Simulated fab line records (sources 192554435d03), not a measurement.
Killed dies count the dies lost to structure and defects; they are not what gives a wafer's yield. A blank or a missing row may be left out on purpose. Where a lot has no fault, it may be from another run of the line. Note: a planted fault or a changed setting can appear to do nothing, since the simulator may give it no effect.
8D (eight disciplines) problem report, filled in by code || flow n5-finfet || the parts of the form that need people (team, actions taken, sign-off) are left out

## 1. THE PROBLEM
raw-defect-count at N5_SDB_INSPECT_36 reads a mean of 618 on 6 wafers of 2 lots; wafers without a fault read 36 with a standard deviation of 17. Measured from the usual mean, that is +34 standard deviations.
The step: inspects for defects (darkfield).
Seen first at day 6 23:13 on defect-inspect-01, wafer L161.2. At this step, 24 wafers from 8 lots have a number in the record. Rule for "out" (also "out of limits"): further than 4 standard deviations from the usual mean. The rest of the wafers with a number are treated as sound.

## 2. WHAT IT IS; WHAT IT IS NOT
{"question": "which readings at this step", "is": "raw-defect-count", "is not": "-"}
{"question": "which lots", "is": "L161, L162", "is not": "L150, L152, L155, L160, L167, L171"}
{"question": "which wafers of those lots", "is": "all that have a number", "is not": "-"}
{"question": "read on which gauges", "is": "defect-inspect-01", "is not": "defect-inspect-02"}
{"question": "when", "is": "from day 6 23:13", "is not": "up to then (12 sound wafers); but 6 sound wafers of L167, L171 came after"}

## 3. SUSPECTS, AND WHAT RULES EACH OUT
Counting: a tool at any process step up to the reading remains a suspect when it ran all the lots that are out and ran no sound lot after the first of those.
- the gauge at N5_SDB_INSPECT_36 has been ruled out. All the wafers that are out were read on defect-inspect-01, but those of them that N5_PASSIVATION_PROBE_49 has rows for are out there too, on other tools.
- cmp-01 at N5_SDB_CMP_30 (polishes, stops on poly-Si, t overpolish 1.54 s, target thk 30 nm): kept. All lots that are out passed through it, beginning with L161 at day 6 22:53, and no sound lot followed; its final sound lot before that point was L155 at day 5 10:00.
After counting, what remains is cmp-01 at N5_SDB_CMP_30.

## 4. THE CAUSE (what the simulator had put in)
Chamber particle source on cmp-01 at N5_SDB_CMP_30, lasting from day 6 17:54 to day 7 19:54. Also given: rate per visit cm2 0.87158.
Counting left only this tool.

## 5. THE CHAIN OF EFFECTS, in route order
Each row: a reading where the mean over the struck wafers with a number is more than 3 standard deviations away from the usual. Only readings whose record carries a usual standard deviation are examined. hours: median over the lots of the time between each lot's start at the first step of this table that gives one and its start at this step. sigmas: the change, counted in usual standard deviations.
{"hours": 0, "step": "N5_SDB_INSPECT_36", "reading": "raw-defect-count", "usual": 36, "on struck wafers": 618, "change": "+582", "sigmas": "+34"}
{"hours": 0, "step": "N5_DUMMY_REMOVAL_INSPECT_06", "reading": "raw-defect-count", "usual": 12, "on struck wafers": 588, "change": "+576", "sigmas": "+99 or more"}
{"hours": 199, "step": "N5_PASSIVATION_PROBE_49", "reading": "defect-limited-yield", "usual": "91.3 %", "on struck wafers": 56.4, "change": -34.9, "sigmas": -23}
{"hours": 199, "step": "N5_PASSIVATION_PROBE_49", "reading": "killed-at-front-end", "usual": 40, "on struck wafers": 461, "change": "+421", "sigmas": "+42"}
{"hours": 199, "step": "N5_PASSIVATION_PROBE_49", "reading": "killed-dies", "usual": 103, "on struck wafers": 515, "change": "+412", "sigmas": "+24"}
{"hours": 199, "step": "N5_PASSIVATION_PROBE_49", "reading": "killed-on-rim", "usual": 13, "on struck wafers": 64, "change": "+51", "sigmas": "+12"}
{"hours": 199, "step": "N5_PASSIVATION_PROBE_49", "reading": "sort_bin_5_function", "usual": "5.0 %", "on struck wafers": 27.3, "change": "+22.3", "sigmas": "+23"}
{"hours": 199, "step": "N5_PASSIVATION_PROBE_49", "reading": "sort_bin_6_memory", "usual": "3.3 %", "on struck wafers": 13.7, "change": "+10.4", "sigmas": "+15"}
{"hours": 199, "step": "N5_PASSIVATION_PROBE_49", "reading": "sort-n-pass", "usual": 1077, "on struck wafers": 665, "change": -412, "sigmas": -24}
{"hours": 199, "step": "N5_PASSIVATION_PROBE_49", "reading": "sort-yield-pct", "usual": "91.3 %", "on struck wafers": 56.4, "change": -34.9, "sigmas": -23}
Here are the process steps it includes:
- N5_PASSIVATION_PROBE_49
At these later measuring or inspecting steps, every struck wafer for which the step has a row has a number for every such reading, and none has moved that far: N5_BEOL_M4_RC_MEAS_101.

## 6. HOW IT WOULD HAVE BEEN CAUGHT EARLIER
In this record the first reading out of limits at a measuring or inspecting step was taken at day 6 23:13, 5 hours after the fault began at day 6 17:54.
No tool reading at N5_SDB_CMP_30 that has a usual standard deviation in the record was out on any struck wafer, so an alarm limit of 4 standard deviations on those readings would not have fired.
Lots out: 2; of these, L162 started N5_SDB_CMP_30 on cmp-01 after day 6 23:13. Had the tool been put on hold then, it would have been spared.
